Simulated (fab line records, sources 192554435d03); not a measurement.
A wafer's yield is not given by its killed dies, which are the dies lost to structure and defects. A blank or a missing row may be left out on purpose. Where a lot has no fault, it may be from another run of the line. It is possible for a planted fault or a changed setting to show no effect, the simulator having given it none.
Matching of chambers    flow n5-finfet    N5_FIN_SAQP_MANDREL2_REMOVE_60 on rie-si-02: 4 sister chambers
The step chemistry HBr/Cl2/O2, target a-Si, stops on SiNx, bt time 10 s. 4 wafers are shown with their chamber, then 8 later ones without.

== WAFERS, EACH WITH ITS CHAMBER ==
wafer   chamber  drypump-motor-current-A (A)
L088.1  1        6.3
L088.3  3        5.8
L088.6  0        6.4
L091.2  2        6.0

== WAFERS MISSING THEIR CHAMBER ==
wafer   drypump-motor-current-A (A)
L091.3  6.4
L091.5  6.0
L095.1  6.3
L095.3  6.4
L095.5  6.3
L096.2  6.4
L096.4  5.9
L096.6  6.0

== WHICH CHAMBER EACH WENT THROUGH ==
wafer   from the rows above      in truth
L091.3  0                        0
L091.5  2                        2
L095.1  1                        1
L095.3  0                        0
L095.5  1                        1
L096.2  0                        0
L096.4  can't be placed: 2 or 3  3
L096.6  2                        2
Correctly placed: 7 of 8. Cannot be placed on the basis of these rows: 1; the candidates contain the true chamber in 1. 0 placed wrongly.
How it was worked out, from the rows above alone: a wafer's distance from a chamber is the root of the sum, over the readings, of the square of ((its reading less the chamber's mean) divided by the reading's scatter). The wafer belongs to the nearest chamber; if the next one is less than 2 further off, it can't be placed. For every chamber, the mean is computed from those of its wafers that are shown. The scatter (one wafer shown for each chamber): square how far every hidden wafer sits from the nearest shown wafer, average those squares and take the square root.
